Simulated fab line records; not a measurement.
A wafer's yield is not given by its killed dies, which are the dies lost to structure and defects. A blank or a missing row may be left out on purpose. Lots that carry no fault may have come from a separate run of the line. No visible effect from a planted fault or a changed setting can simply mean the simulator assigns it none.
Matching of chambers    flow nand-harc    NHARC_P_STI_CMP_21 on cmp-02 has 4 sister chambers
The step polishes, t overpolish 20 s, target thk 380.67 nm. 4 wafers are shown with their chamber, then 9 later ones without.

## WAFERS PAIRED WITH THEIR CHAMBERS
wafer   chamber  motor-current-A (A)
L088.2  2        11.4
L088.5  3        10.2
L089.1  1        13.7
L089.6  0        12.6

## WAFERS WITHOUT THEIR CHAMBER
wafer   motor-current-A (A)
L091.1  13.6
L091.3  9.7
L091.6  12.0
L094.1  13.5
L094.2  13.7
L094.4  11.4
L097.2  9.6
L097.4  13.1
L097.5  13.4

## WHICH CHAMBER EACH WENT THROUGH
wafer    from the rows above       in truth
L091.1   1                         1
L091.3   3                         3
L091.6   can't be placed: 0 or 2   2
L094.1   can't be placed: 1 or 0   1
L094.2   1                         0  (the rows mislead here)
L094.4   2                         2
L097.2   3                         3
L097.4   can't be placed: 0 or 1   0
L097.5   can't be placed: 1 or 0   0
Correctly placed: 4 of 9. From these rows, 4 cannot be placed; in 4 the true chamber is one of the candidates. Wrongly placed: 1.
How it was worked out, from the rows above alone: a wafer's distance from a chamber is the root of the sum, over the readings, of the square of ((its reading less the chamber's mean) divided by the reading's scatter). If the next closest chamber is less than 2 further off than the closest, the wafer can't be placed; otherwise it belongs to the closest. Each chamber's mean is taken over the wafers shown for it. The scatter: with one shown wafer a chamber, the root of the mean of the squares of how far each hidden wafer lies from its nearest shown one.
